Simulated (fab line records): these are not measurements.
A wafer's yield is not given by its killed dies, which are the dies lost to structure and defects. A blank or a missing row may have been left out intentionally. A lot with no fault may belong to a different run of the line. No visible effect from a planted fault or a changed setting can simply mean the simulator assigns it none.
The tool behind it: which one? / flow nand-harc / 11 lots with 33 wafers sampled at 6 steps, on a route of 1159 steps

== WHAT THE GAUGES READ, wafer by wafer ==
NHARC_A_M0_CD_MEAS_09: target cd 80 nm. Usual: cd-nm 80.3 nm, standard deviation 0.61.
lot=L909; measured=day 18 03:45; on=cd-sem-02; cd-nm (nm)=79.1 79.9 80.2; flag=
lot=L906; measured=day 18 04:21; on=cd-sem-01; cd-nm (nm)=81.2 80.6 81.2; flag=
lot=L910; measured=day 18 04:56; on=cd-sem-03; cd-nm (nm)=81.3 80.0 79.8; flag=
lot=L911; measured=day 18 08:20; on=cd-sem-01; cd-nm (nm)=80.5 80.4 80.7; flag=
lot=L912; measured=day 20 04:38; on=cd-sem-02; cd-nm (nm)=80.5 80.3 80.1; flag=
lot=L922; measured=day 21 05:02; on=cd-sem-01; cd-nm (nm)=80.5 80.4 87.9; flag=OFF
lot=L925; measured=day 21 22:40; on=cd-sem-02; cd-nm (nm)=79.5 79.8 88.5; flag=OFF
lot=L923; measured=day 21 23:14; on=cd-sem-02; cd-nm (nm)=81.9 81.8 79.8; flag=
lot=L927; measured=day 22 15:07; on=cd-sem-02; cd-nm (nm)=80.2 80.0 79.6; flag=
lot=L926; measured=day 22 16:48; on=cd-sem-02; cd-nm (nm)=81.0 80.4 79.8; flag=
lot=L929; measured=day 23 08:53; on=cd-sem-01; cd-nm (nm)=80.1 80.7 81.1; flag=

NHARC_END_SORT_01. Usual: defect-limited-yield 95.3 %, standard deviation 1.3; killed-at-array 28, standard deviation 9.1; killed-at-other 0.6, standard deviation 0.87; killed-at-periphery 3.4, standard deviation 2.7; killed-dies 32, standard deviation 9; killed-open 3.2, standard deviation 1.9; killed-short 2.0, standard deviation 1.3; sort_bin_2_pct 1.5 %, standard deviation 0.57; sort_bin_3_pct 0.26 %, standard deviation 0.22; sort_bin_4_pct 2.9 %, standard deviation 0.91; sort-n-pass 645, standard deviation 9; sort-rim-yield-pct 93 %, standard deviation 3.3; sort-yield-pct 95.3 %, standard deviation 1.3.
lot=L922; measured=day 24 00:11; on=prober-02; defect-limited-yield (%)=93.4; killed-at-array=38; killed-at-other=0; killed-at-periphery=7; killed-dies=45; killed-open=6; killed-short=0; sort_bin_2_pct (%)=1.5; sort_bin_3_pct (%)=0.44; sort_bin_4_pct (%)=4.7; sort-n-pass=632; sort-rim-yield-pct (%)=89; sort-yield-pct (%)=93.4; flag=
lot=L923; measured=day 25 11:58; on=prober-02; defect-limited-yield (%)=94.4 95.0 96.5; killed-at-array=33 29 20; killed-at-other=1 0 0; killed-at-periphery=4 5 4; killed-dies=38 34 24; killed-open=5 2 2; killed-short=4 3 4; sort_bin_2_pct (%)=1.8 1.5 2.1; sort_bin_3_pct (%)=0.30 0 0.15; sort_bin_4_pct (%)=3.5 3.5 1.3; sort-n-pass=639 643 653; sort-rim-yield-pct (%)=95 96 95; sort-yield-pct (%)=94.4 95.0 96.5; flag=

== WHAT TOOL EACH LOT RAN ON (gives the tool, then ch and the chambers of the sampled wafers, and finally the start) ==
lot=L909; NHARC_A_BLC_ETCH_17=rie-diel-10 ch 1,2,3, day 18 02:27 or earlier; NHARC_A_BLC_PVD_32=pvd-sputter-03, day 18 02:27 or earlier; NHARC_A_BLC_CMP_25=cmp-01 ch 0,1,2, day 18 02:27; NHARC_A_M0_PEB_07=litho-track-04 ch 0, day 18 03:40
lot=L906; NHARC_A_BLC_ETCH_17=rie-diel-10 ch 0,1, day 18 03:08 or earlier; NHARC_A_BLC_PVD_32=pvd-sputter-02, day 18 03:08 or earlier; NHARC_A_BLC_CMP_25=cmp-02 ch 0,1,3, day 18 03:08; NHARC_A_M0_PEB_07=litho-track-01 ch 0, day 18 04:16
lot=L910; NHARC_A_BLC_ETCH_17=rie-diel-10 ch 0,2, day 18 03:40 or earlier; NHARC_A_BLC_PVD_32=pvd-sputter-01, day 18 03:40 or earlier; NHARC_A_BLC_CMP_25=cmp-02 ch 2,3, day 18 03:40; NHARC_A_M0_PEB_07=litho-track-06 ch 0, day 18 04:51
lot=L911; NHARC_A_BLC_ETCH_17=rie-diel-05 ch 0,1,2, day 18 07:03 or earlier; NHARC_A_BLC_PVD_32=pvd-sputter-01, day 18 07:03 or earlier; NHARC_A_BLC_CMP_25=cmp-02 ch 0,2,3, day 18 07:03; NHARC_A_M0_PEB_07=litho-track-01 ch 0, day 18 08:16
lot=L912; NHARC_A_BLC_ETCH_17=rie-diel-07 ch 0,1,2, day 20 03:19 or earlier; NHARC_A_BLC_PVD_32=pvd-sputter-02, day 20 03:19 or earlier; NHARC_A_BLC_CMP_25=cmp-01 ch 1,2,3, day 20 03:19; NHARC_A_M0_PEB_07=litho-track-06 ch 0, day 20 04:33
lot=L922; NHARC_A_BLC_ETCH_17=rie-diel-07 ch 2,3, day 21 03:47 or earlier; NHARC_A_BLC_PVD_32=pvd-sputter-01, day 21 03:47 or earlier; NHARC_A_BLC_CMP_25=cmp-03 ch 0,1,3, day 21 03:47; NHARC_A_M0_PEB_07=litho-track-06 ch 0, day 21 04:58
lot=L925; NHARC_A_BLC_ETCH_17=rie-diel-07 ch 1,2,3, day 21 21:29 or earlier; NHARC_A_BLC_PVD_32=pvd-sputter-01, day 21 21:29 or earlier; NHARC_A_BLC_CMP_25=cmp-02 ch 0,1, day 21 21:29; NHARC_A_M0_PEB_07=litho-track-06 ch 0, day 21 22:35
lot=L923; NHARC_A_BLC_ETCH_17=rie-diel-07 ch 0,1,2, day 21 21:55 or earlier; NHARC_A_BLC_PVD_32=pvd-sputter-02, day 21 21:55 or earlier; NHARC_A_BLC_CMP_25=cmp-03 ch 0,1,3, day 21 21:55; NHARC_A_M0_PEB_07=litho-track-04 ch 0, day 21 23:09
lot=L927; NHARC_A_BLC_ETCH_17=rie-diel-07 ch 0,3, day 22 13:43 or earlier; NHARC_A_BLC_PVD_32=pvd-sputter-02, day 22 13:43 or earlier; NHARC_A_BLC_CMP_25=cmp-03 ch 0,2,3, day 22 13:43; NHARC_A_M0_PEB_07=litho-track-01 ch 0, day 22 15:02
lot=L926; NHARC_A_BLC_ETCH_17=rie-diel-05 ch 0,1, day 22 15:29 or earlier; NHARC_A_BLC_PVD_32=pvd-sputter-03, day 22 15:29 or earlier; NHARC_A_BLC_CMP_25=cmp-02 ch 1,3, day 22 15:29; NHARC_A_M0_PEB_07=litho-track-04 ch 0, day 22 16:43
lot=L929; NHARC_A_BLC_ETCH_17=rie-diel-07 ch 2,3, day 23 07:43 or earlier; NHARC_A_BLC_PVD_32=pvd-sputter-02, day 23 07:43 or earlier; NHARC_A_BLC_CMP_25=cmp-02 ch 1,2, day 23 07:43; NHARC_A_M0_PEB_07=litho-track-01 ch 0, day 23 08:48
- NHARC_A_BLC_ETCH_17: etches the open film in N2/H2, target depth 390 nm, time 609.38 s.
- NHARC_A_BLC_PVD_32: deposits Ti, target thk 5 nm, time 17.7 s.
- NHARC_A_BLC_CMP_25: polishes, t overpolish 30 s, target thk 150 nm.
- NHARC_A_M0_PEB_07: peb time 65 s.

== WHAT THE TOOLS THEMSELVES READ (means of the sampled wafers that have a number; where no wafer has one, the mark that the record gives instead) ==
NHARC_A_BLC_ETCH_17. Usual: chamber-pressure-mTorr 30.001 mTorr (standard deviation 0.028); drypump-motor-current-A 5.9 A (standard deviation 0.41); n2-flow-sccm 150.0 sccm (standard deviation 0.44); oes-product-au 0.999 a.u. (standard deviation 0.0099); rf-vpp-V 428.9 V (standard deviation 1.6); showerhead-plenum-p-Torr 1.98 Torr (standard deviation 0.053); throttle-valve-pct 14.172 % (standard deviation 0.01).
lot=L909; tool=rie-diel-10; chamber-pressure-mTorr (mTorr)=30.011; drypump-motor-current-A (A)=5.8; n2-flow-sccm (sccm)=149.8; oes-product-au (a.u.)=0.994; rf-vpp-V (V)=429.9; showerhead-plenum-p-Torr (Torr)=2.01; throttle-valve-pct (%)=14.171; flag=
lot=L906; tool=rie-diel-10; chamber-pressure-mTorr (mTorr)=29.984; drypump-motor-current-A (A)=5.3; n2-flow-sccm (sccm)=150.5; oes-product-au (a.u.)=1.000; rf-vpp-V (V)=430.1; showerhead-plenum-p-Torr (Torr)=1.97; throttle-valve-pct (%)=14.166; flag=
lot=L910; tool=rie-diel-10; chamber-pressure-mTorr (mTorr)=29.996; drypump-motor-current-A (A)=5.9; n2-flow-sccm (sccm)=150.1; oes-product-au (a.u.)=1.002; rf-vpp-V (V)=430.4; showerhead-plenum-p-Torr (Torr)=2.03; throttle-valve-pct (%)=14.180; flag=
lot=L911; tool=rie-diel-05; chamber-pressure-mTorr (mTorr)=30.019; drypump-motor-current-A (A)=5.7; n2-flow-sccm (sccm)=149.8; oes-product-au (a.u.)=0.995; rf-vpp-V (V)=429.3; showerhead-plenum-p-Torr (Torr)=2.02; throttle-valve-pct (%)=14.178; flag=
lot=L912; tool=rie-diel-07; chamber-pressure-mTorr (mTorr)=29.997; drypump-motor-current-A (A)=5.9; n2-flow-sccm (sccm)=150.0; oes-product-au (a.u.)=1.005; rf-vpp-V (V)=428.3; showerhead-plenum-p-Torr (Torr)=1.95; throttle-valve-pct (%)=14.171; flag=
lot=L922; tool=rie-diel-07; chamber-pressure-mTorr (mTorr)=29.965; drypump-motor-current-A (A)=6.2; n2-flow-sccm (sccm)=150.5; oes-product-au (a.u.)=1.008; rf-vpp-V (V)=428.1; showerhead-plenum-p-Torr (Torr)=1.97; throttle-valve-pct (%)=14.169; flag=
lot=L925; tool=rie-diel-07; chamber-pressure-mTorr (mTorr)=30.000; drypump-motor-current-A (A)=6.1; n2-flow-sccm (sccm)=149.7; oes-product-au (a.u.)=1.008; rf-vpp-V (V)=428.2; showerhead-plenum-p-Torr (Torr)=1.94; throttle-valve-pct (%)=14.177; flag=
lot=L923; tool=rie-diel-07; chamber-pressure-mTorr (mTorr)=29.999; drypump-motor-current-A (A)=5.9; n2-flow-sccm (sccm)=150.3; oes-product-au (a.u.)=0.994; rf-vpp-V (V)=428.3; showerhead-plenum-p-Torr (Torr)=1.94; throttle-valve-pct (%)=14.168; flag=
lot=L927; tool=rie-diel-07; chamber-pressure-mTorr (mTorr)=30.011; drypump-motor-current-A (A)=6.1; n2-flow-sccm (sccm)=149.9; oes-product-au (a.u.)=0.993; rf-vpp-V (V)=428.8; showerhead-plenum-p-Torr (Torr)=1.98; throttle-valve-pct (%)=14.168; flag=
lot=L926; tool=rie-diel-05; chamber-pressure-mTorr (mTorr)=30.017; drypump-motor-current-A (A)=5.6; n2-flow-sccm (sccm)=150.2; oes-product-au (a.u.)=1.001; rf-vpp-V (V)=430.2; showerhead-plenum-p-Torr (Torr)=2.02; throttle-valve-pct (%)=14.178; flag=
lot=L929; tool=rie-diel-07; chamber-pressure-mTorr (mTorr)=30.012; drypump-motor-current-A (A)=6.2; n2-flow-sccm (sccm)=149.7; oes-product-au (a.u.)=0.999; rf-vpp-V (V)=428.6; showerhead-plenum-p-Torr (Torr)=1.97; throttle-valve-pct (%)=14.164; flag=

NHARC_A_BLC_PVD_32. Usual: throttle-valve-pct 29.7 %, standard deviation 0.91.
lot=L909; tool=pvd-sputter-03; throttle-valve-pct (%)=29.6; flag=
lot=L906; tool=pvd-sputter-02; throttle-valve-pct (%)=30.0; flag=
lot=L910; tool=pvd-sputter-01; throttle-valve-pct (%)=28.9; flag=
lot=L911; tool=pvd-sputter-01; throttle-valve-pct (%)=29.4; flag=
lot=L912; tool=pvd-sputter-02; throttle-valve-pct (%)=30.0; flag=
lot=L922; tool=pvd-sputter-01; throttle-valve-pct (%)=28.9; flag=
lot=L925; tool=pvd-sputter-01; throttle-valve-pct (%)=29.8; flag=
lot=L923; tool=pvd-sputter-02; throttle-valve-pct (%)=30.6; flag=
lot=L927; tool=pvd-sputter-02; throttle-valve-pct (%)=30.6; flag=
lot=L926; tool=pvd-sputter-03; throttle-valve-pct (%)=29.9; flag=
lot=L929; tool=pvd-sputter-02; throttle-valve-pct (%)=30.0; flag=

NHARC_A_BLC_CMP_25. Usual: motor-current-A 11.9 A, standard deviation 1.2; overpolish-run-s 30.001 s, standard deviation 0.0093; retaining-ring-pressure-frac 1.000, standard deviation 0.0054; time-to-endpoint-s 31.5 s, standard deviation 2.3.
lot=L909; tool=cmp-01; motor-current-A (A)=12.9; overpolish-run-s (s)=30.000; retaining-ring-pressure-frac=0.997; time-to-endpoint-s (s)=32.3; flag=
lot=L906; tool=cmp-02; motor-current-A (A)=12.0; overpolish-run-s (s)=30.000; retaining-ring-pressure-frac=0.998; time-to-endpoint-s (s)=31.2; flag=
lot=L910; tool=cmp-02; motor-current-A (A)=12.2; overpolish-run-s (s)=29.993; retaining-ring-pressure-frac=0.994; time-to-endpoint-s (s)=30.6; flag=
lot=L911; tool=cmp-02; motor-current-A (A)=11.6; overpolish-run-s (s)=30.004; retaining-ring-pressure-frac=1.000; time-to-endpoint-s (s)=30.0; flag=
lot=L912; tool=cmp-01; motor-current-A (A)=12.0; overpolish-run-s (s)=30.001; retaining-ring-pressure-frac=0.999; time-to-endpoint-s (s)=30.5; flag=
lot=L922; tool=cmp-03; motor-current-A (A)=11.3; overpolish-run-s (s)=29.994; retaining-ring-pressure-frac=1.001; time-to-endpoint-s (s)=30.2; flag=
lot=L925; tool=cmp-02; motor-current-A (A)=10.6; overpolish-run-s (s)=29.998; retaining-ring-pressure-frac=0.999; time-to-endpoint-s (s)=34.4; flag=
lot=L923; tool=cmp-03; motor-current-A (A)=11.3; overpolish-run-s (s)=30.003; retaining-ring-pressure-frac=0.997; time-to-endpoint-s (s)=29.9; flag=
lot=L927; tool=cmp-03; motor-current-A (A)=12.0; overpolish-run-s (s)=30.002; retaining-ring-pressure-frac=0.999; time-to-endpoint-s (s)=28.8; flag=
lot=L926; tool=cmp-02; motor-current-A (A)=12.9; overpolish-run-s (s)=30.016; retaining-ring-pressure-frac=1.003; time-to-endpoint-s (s)=36.6; flag=
lot=L929; tool=cmp-02; motor-current-A (A)=12.5; overpolish-run-s (s)=29.995; retaining-ring-pressure-frac=0.997; time-to-endpoint-s (s)=31.6; flag=

== THE ANSWER, worked out from the rows above alone ==
Rule: take the mean of a lot's wafers that have a number; if it is more than 3 standard deviations from the usual mean, the lot is off. A lot without any number at a reading at which 4 lots or more have one is off too. The other lots that the step has rows for count as sound. First the gauges in route order, then the tools' own readings, where a lot's mean is used as printed above. At the first step where some lot is off, the reading lying furthest off is the one used; lots without a number count as furthest.
Off: L922, L925 (NHARC_A_M0_CD_MEAS_09, cd-nm).
A tool fits if, at a process step before that reading, it ran every lot that is off, and no sound lot after the first of them. Gauges at NHARC_A_M0_CD_MEAS_09: tried the same way as those tools. With no start given for some of its lots, NHARC_A_BLC_ETCH_17 uses the hours and lot order of NHARC_A_BLC_CMP_25. With no start given for some of its lots, NHARC_A_BLC_PVD_32 uses the hours and lot order of NHARC_A_BLC_CMP_25. This does not decide it: 2 tools fit, namely pvd-sputter-01 at NHARC_A_BLC_PVD_32 and litho-track-06 at NHARC_A_M0_PEB_07.

== WHAT HAD BEEN PUT IN BY THE SIMULATOR ==
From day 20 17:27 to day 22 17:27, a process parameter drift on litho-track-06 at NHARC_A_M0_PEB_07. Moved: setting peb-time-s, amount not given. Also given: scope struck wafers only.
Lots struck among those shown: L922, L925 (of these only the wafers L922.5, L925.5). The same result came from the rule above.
